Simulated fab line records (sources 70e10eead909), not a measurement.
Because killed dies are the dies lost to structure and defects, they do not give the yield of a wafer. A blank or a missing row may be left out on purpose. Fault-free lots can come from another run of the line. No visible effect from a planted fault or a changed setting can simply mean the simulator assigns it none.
Chamber matching	flow nand_harc	rie_diel-10 running NHARC_A_STAIRCASE_DESCUM_219: 4 sister chambers
The step chemistry O2, time 3 s. 18 wafers are shown with their chamber, then 9 later ones without.

WAFERS WITH THEIR CHAMBER
wafer	chamber	drypump_motor_current_A (A)	showerhead_plenum_p_Torr (Torr)	throttle_valve_pct (%)
L075.1	3	6.2	1.88	11.321
L075.2	0	5.7	1.87	11.306
L075.6	1	5.0	1.95	11.308
L078.2	0	5.7	1.87	11.303
L078.3	2	5.7	1.88	11.317
L078.6	1	5.0	1.94	11.310
L080.1	2	5.7	1.88	11.314
L080.2	0	5.7	1.87	11.291
L080.3	1	5.0	1.94	11.307
L083.3	2	5.7	1.88	11.322
L083.4	1	5.0	1.94	11.307
L083.6	0	5.8	1.86	11.317
L087.1	0	5.7	1.86	11.318
L087.4	0	5.7	1.86	11.307
L087.6	1	5.0	1.93	11.295
L088.1	0	5.8	1.86	11.314
L088.2	3	6.3	1.87	11.319
L088.4	2	5.8	1.87	11.307

SIGNATURES (means of the wafers above)
reading	chamber 0	chamber 1	chamber 2	chamber 3	scatter within a chamber
drypump_motor_current_A	5.729	5.000	5.725	6.250	0.0437
showerhead_plenum_p_Torr	1.8643	1.9400	1.8775	1.8750	0.00595
throttle_valve_pct	11.30800	11.30540	11.31500	11.32000	0.00755
Rule: for each reading, subtract the chamber's mean from the wafer's reading, divide by that reading's scatter and square the result; add these up over the readings and take the root, which gives the wafer's distance from the chamber. If the next closest chamber is less than 2 further off than the closest, the wafer can't be placed; otherwise it belongs to the closest. How the scatter is found: for the shown wafers, subtract from each reading the mean of its chamber, square and add these, divide the total by (wafers less chambers), then take the root.

WAFERS WHOSE CHAMBER IS MISSING
wafer	drypump_motor_current_A (A)	showerhead_plenum_p_Torr (Torr)	throttle_valve_pct (%)
L088.3	5.0	1.93	11.329
L088.5	6.2	1.87	11.302
L088.6	5.7	1.88	11.304
L096.2	5.7	1.85	11.313
L096.3	6.2	1.86	11.309
L096.6	5.0	1.92	11.307
L096.1	5.8	1.87	11.316
L096.4	5.0	1.92	11.311
L096.5	5.7	1.85	11.303

WHICH CHAMBER EACH ONE RAN IN
wafer	from the rows above	in truth
L088.3	1	1
L088.5	3	3
L088.6	can't be placed: 2 or 0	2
L096.2	0	0
L096.3	3	3
L096.6	1	1
L096.1	can't be placed: 2 or 0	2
L096.4	1	1
L096.5	0	0
Placed correctly: 7 of 9. Not placeable from these rows: 2 (in 2, the candidates include the true chamber). Number placed wrongly: 0.
